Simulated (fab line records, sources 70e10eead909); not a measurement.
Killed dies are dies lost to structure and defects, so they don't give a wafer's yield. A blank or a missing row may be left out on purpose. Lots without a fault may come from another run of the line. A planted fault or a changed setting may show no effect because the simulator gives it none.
Which tool did it? | flow nand_harc | 14 lots, 42 wafers sampled, at 2 steps of a route of 1159

WHAT THE GAUGES READ, wafer by wafer
NHARC_A_BLC_CD_MEAS_19.
lot  | measured     | on        | cd_nm (nm)
L117 | day 16 22:11 | cd_sem-03 | 101.6 103.1 102.5
L116 | day 16 23:19 | cd_sem-02 | 97.4 100.2 100.5
L119 | day 17 16:19 | cd_sem-01 | 98.3 100.5 101.9
L118 | day 17 20:00 | cd_sem-02 | 103.7 99.6 102.2
L122 | day 18 11:55 | cd_sem-01 | 99.7 99.2 99.2
L123 | day 18 16:34 | cd_sem-03 | 97.8 99.6 99.5
L120 | day 18 20:14 | cd_sem-02 | 103.8 99.8 98.9
L125 | day 19 01:20 | cd_sem-02 | 99.9 101.2 99.2
L130 | day 20 04:32 | cd_sem-03 | 103.9 96.9 101.2
L129 | day 20 14:38 | cd_sem-02 | 98.6 98.4 97.1
L135 | day 21 22:29 | cd_sem-01 | 100.4 102.0 99.7
L138 | day 22 21:28 | cd_sem-03 | 96.3 101.7 97.6
L137 | day 23 00:46 | cd_sem-02 | 98.5 100.8 99.7
L139 | day 23 15:13 | cd_sem-03 | 103.6 99.7 100.0

WHICH TOOL RAN EACH LOT (tool, then ch and the chambers of the sampled wafers, then the start)
lot  | NHARC_A_CONTACT_ETCH_110
L117 | rie_diel-09 ch 0,1,2, day 16 18:22
L116 | rie_diel-09 ch 2,3, day 16 19:35
L119 | rie_diel-02 ch 0,3, day 17 05:53
L118 | rie_diel-10 ch 0,2, day 17 08:04
L122 | rie_diel-10 ch 1,2, day 18 03:04
L123 | rie_diel-02 ch 0,1,2, day 18 09:25
L120 | rie_diel-09 ch 0,3, day 18 16:25
L125 | rie_diel-02 ch 1,2, day 18 19:42
L130 | rie_diel-10 ch 0,1,3, day 20 00:30
L129 | rie_diel-02 ch 1,2,3, day 20 09:04
L135 | rie_diel-09 ch 1,2,3, day 21 11:17
L138 | rie_diel-02 ch 1,3, day 22 14:46
L137 | rie_diel-02 ch 2,3, day 22 15:11
L139 | rie_diel-09 ch 0,1,3, day 23 04:20
- NHARC_A_CONTACT_ETCH_110: etches the open film in CF4/O2, target depth 50 nm, overetch 5 nm, time 27.5 s.

WHAT THE TOOLS THEMSELVES READ (means of the sampled wafers that have a number; where no wafer has one, the mark that the record gives instead)
NHARC_A_CONTACT_ETCH_110.
lot  | tool        | drypump_motor_current_A (A) | oes_product_au (a.u.) | rf_fwd_power_W (W) | rf_vpp_V (V) | showerhead_plenum_p_Torr (Torr) | throttle_valve_pct (%)
L117 | rie_diel-09 | 5.4                         | 1.000                 | 296.1              | 197.4        | 1.33                            | 13.398
L116 | rie_diel-09 | 6.0                         | 1.005                 | 295.7              | 198.6        | 1.39                            | 13.393
L119 | rie_diel-02 | 5.6                         | 0.996                 | 296.8              | 196.7        | 1.28                            | 13.396
L118 | rie_diel-10 | 6.0                         | 1.008                 | 295.3              | 199.3        | 1.41                            | 13.393
L122 | rie_diel-10 | 6.0                         | 1.001                 | 293.7              | 196.5        | 1.30                            | 13.384
L123 | rie_diel-02 | 5.7                         | 0.993                 | 295.9              | 198.8        | 1.36                            | 13.394
L120 | rie_diel-09 | 5.7                         | 1.015                 | 294.7              | 196.7        | 1.31                            | 13.408
L125 | rie_diel-02 | 5.8                         | 0.980                 | 295.7              | 198.8        | 1.39                            | 13.400
L130 | rie_diel-10 | 5.6                         | 1.003                 | 294.3              | 197.3        | 1.33                            | 13.398
L129 | rie_diel-02 | 5.7                         | 0.994                 | 296.9              | 197.4        | 1.33                            | 13.397
L135 | rie_diel-09 | 5.7                         | 0.998                 | 294.8              | 198.6        | 1.38                            | 13.396
L138 | rie_diel-02 | 5.5                         | 1.002                 | 296.2              | 196.3        | 1.28                            | 13.395
L137 | rie_diel-02 | 5.6                         | 0.996                 | 296.9              | 196.9        | 1.31                            | 13.397
L139 | rie_diel-09 | 5.7                         | 0.994                 | 295.7              | 198.8        | 1.35                            | 13.400

THE ANSWER, worked out from the rows above alone
Rule: what is usual is taken from the lots themselves. Put in order of their means at a reading, lots are off if they are a third of the lots or fewer, leave a main group of 4 or more, and stand apart from it by a gap of 3 or more times the standard deviation of the main group's means; of several such gaps the widest counts. A main group whose means are all the same, to the digits that the tables above print for the reading, isn't used. A lot without any number at a reading at which 4 lots or more have one is off too. The other lots that the step has rows for count as sound. The gauges are gone through in route order, then the tools' own readings, and for those a lot's mean is taken as printed above. The first step at which some lot is off is used, and at that step the reading that is off furthest; a lot without a number counts as furthest.
No lot is off at any reading shown: from this, nothing can be told.

WHAT THE SIMULATOR HAD PUT IN
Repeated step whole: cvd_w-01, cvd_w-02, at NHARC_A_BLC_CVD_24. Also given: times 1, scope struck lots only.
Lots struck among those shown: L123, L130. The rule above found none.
